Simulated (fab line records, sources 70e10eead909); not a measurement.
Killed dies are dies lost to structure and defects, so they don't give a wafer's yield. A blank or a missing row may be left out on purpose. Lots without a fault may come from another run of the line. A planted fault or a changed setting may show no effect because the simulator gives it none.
Which tool did it? | flow nand_harc | 24 lots, 72 wafers sampled, at 2 steps of a route of 1159

WHAT THE GAUGES READ, wafer by wafer
NHARC_P_BONDPAD_THK_MEAS_33: measures by ellipsometry.
lot  | measured     | on            | thk_nm (nm)
L074 | day 6 11:32  | film_metro-02 | 202.0 200.7 198.9
L076 | day 6 23:51  | film_metro-02 | 198.6 200.1 200.3
L075 | day 7 00:17  | film_metro-02 | 200.4 201.7 199.4
L078 | day 7 08:15  | film_metro-01 | 199.1 199.0 198.1
L077 | day 7 12:37  | film_metro-01 | 200.2 198.9 199.5
L080 | day 7 13:37  | film_metro-02 | 199.4 197.8 197.5
L079 | day 7 14:19  | film_metro-02 | 199.9 199.8 199.3
L081 | day 8 01:06  | film_metro-02 | 199.3 201.3 201.2
L083 | day 8 10:53  | film_metro-01 | 197.2 199.0 200.6
L082 | day 8 16:09  | film_metro-02 | 201.8 200.8 200.1
L084 | day 9 01:11  | film_metro-02 | 198.4 200.3 201.1
L087 | day 9 14:38  | film_metro-02 | 200.2 201.6 202.6
L085 | day 9 15:02  | film_metro-01 | 198.9 200.5 200.1
L086 | day 9 15:55  | film_metro-02 | 202.5 200.4 199.3
L089 | day 10 06:33 | film_metro-02 | 198.9 198.1 200.7
L088 | day 10 06:55 | film_metro-01 | 199.9 200.0 202.0
L091 | day 10 12:21 | film_metro-01 | 201.0 201.0 198.4
L090 | day 10 13:13 | film_metro-02 | 198.4 199.8 201.1
L093 | day 10 19:46 | film_metro-02 | 199.5 199.8 200.9
L092 | day 10 19:55 | film_metro-02 | 200.6 202.0 201.4
L094 | day 11 07:51 | film_metro-02 | 200.9 199.1 200.0
L095 | day 11 13:07 | film_metro-01 | 199.4 198.8 199.4
L096 | day 11 13:59 | film_metro-01 | 199.6 201.8 200.0
L097 | day 12 06:28 | film_metro-01 | 196.8 199.4 198.4

WHICH TOOL RAN EACH LOT (tool, then ch and the chambers of the sampled wafers, then the start)
lot  | NHARC_P_M2_ANNEAL_31
L074 | rtp_anneal-01 ch 0, day 6 09:31
L076 | rtp_anneal-02 ch 0, day 6 21:42
L075 | rtp_anneal-02 ch 0, day 6 22:13
L078 | rtp_anneal-01 ch 0, day 7 06:19
L077 | rtp_anneal-01 ch 0, day 7 10:40
L080 | rtp_anneal-01 ch 0, day 7 11:32
L079 | rtp_anneal-02 ch 0, day 7 12:21
L081 | rtp_anneal-01 ch 0, day 7 23:02
L083 | rtp_anneal-01 ch 0, day 8 08:54
L082 | rtp_anneal-02 ch 0, day 8 14:08
L084 | rtp_anneal-01 ch 0, day 8 23:10
L087 | rtp_anneal-02 ch 0, day 9 12:31
L085 | rtp_anneal-01 ch 0, day 9 12:59
L086 | rtp_anneal-01 ch 0, day 9 13:36
L089 | rtp_anneal-01 ch 0, day 10 04:32
L088 | rtp_anneal-02 ch 0, day 10 04:57
L091 | rtp_anneal-01 ch 0, day 10 10:17
L090 | rtp_anneal-02 ch 0, day 10 11:05
L093 | rtp_anneal-02 ch 0, day 10 17:29
L092 | rtp_anneal-01 ch 0, day 10 17:53
L094 | rtp_anneal-02 ch 0, day 11 05:43
L095 | rtp_anneal-02 ch 0, day 11 11:05
L096 | rtp_anneal-02 ch 0, day 11 11:59
L097 | rtp_anneal-01 ch 0, day 12 04:29
- NHARC_P_M2_ANNEAL_31: time 90 s.

WHAT THE TOOLS THEMSELVES READ (means of the sampled wafers that have a number; where no wafer has one, the mark that the record gives instead)
NHARC_P_M2_ANNEAL_31.
lot  | tool          | anneal_temp_c_max | wafer_temp_C_max
L074 | rtp_anneal-01 | 226.4             | 226.8
L076 | rtp_anneal-02 | 226.0             | 225.5
L075 | rtp_anneal-02 | 225.9             | 225.4
L078 | rtp_anneal-01 | 226.7             | 227.0
L077 | rtp_anneal-01 | 226.7             | 226.8
L080 | rtp_anneal-01 | 226.5             | 226.8
L079 | rtp_anneal-02 | 226.0             | 226.0
L081 | rtp_anneal-01 | 226.4             | 226.9
L083 | rtp_anneal-01 | 226.4             | 226.5
L082 | rtp_anneal-02 | 226.0             | 225.7
L084 | rtp_anneal-01 | 226.4             | 226.5
L087 | rtp_anneal-02 | 226.0             | 225.7
L085 | rtp_anneal-01 | 226.1             | 227.2
L086 | rtp_anneal-01 | 226.6             | 226.3
L089 | rtp_anneal-01 | 226.4             | 226.6
L088 | rtp_anneal-02 | 226.3             | 225.9
L091 | rtp_anneal-01 | 226.6             | 226.9
L090 | rtp_anneal-02 | 226.0             | 225.7
L093 | rtp_anneal-02 | 226.1             | 225.5
L092 | rtp_anneal-01 | 226.6             | 226.9
L094 | rtp_anneal-02 | 226.1             | 225.8
L095 | rtp_anneal-02 | 225.8             | 226.0
L096 | rtp_anneal-02 | 226.0             | 225.6
L097 | rtp_anneal-01 | 226.4             | 226.4

THE ANSWER, worked out from the rows above alone
Rule: what is usual is taken from the lots themselves. Put in order of their means at a reading, lots are off if they are a third of the lots or fewer, leave a main group of 4 or more, and stand apart from it by a gap of 3 or more times the standard deviation of the main group's means; of several such gaps the widest counts. A main group whose means are all the same, to the digits that the tables above print for the reading, isn't used. A lot without any number at a reading at which 4 lots or more have one is off too. The other lots that the step has rows for count as sound. The gauges are gone through in route order, then the tools' own readings, and for those a lot's mean is taken as printed above. The first step at which some lot is off is used, and at that step the reading that is off furthest; a lot without a number counts as furthest.
No lot is off at any reading shown: from this, nothing can be told.

WHAT THE SIMULATOR HAD PUT IN
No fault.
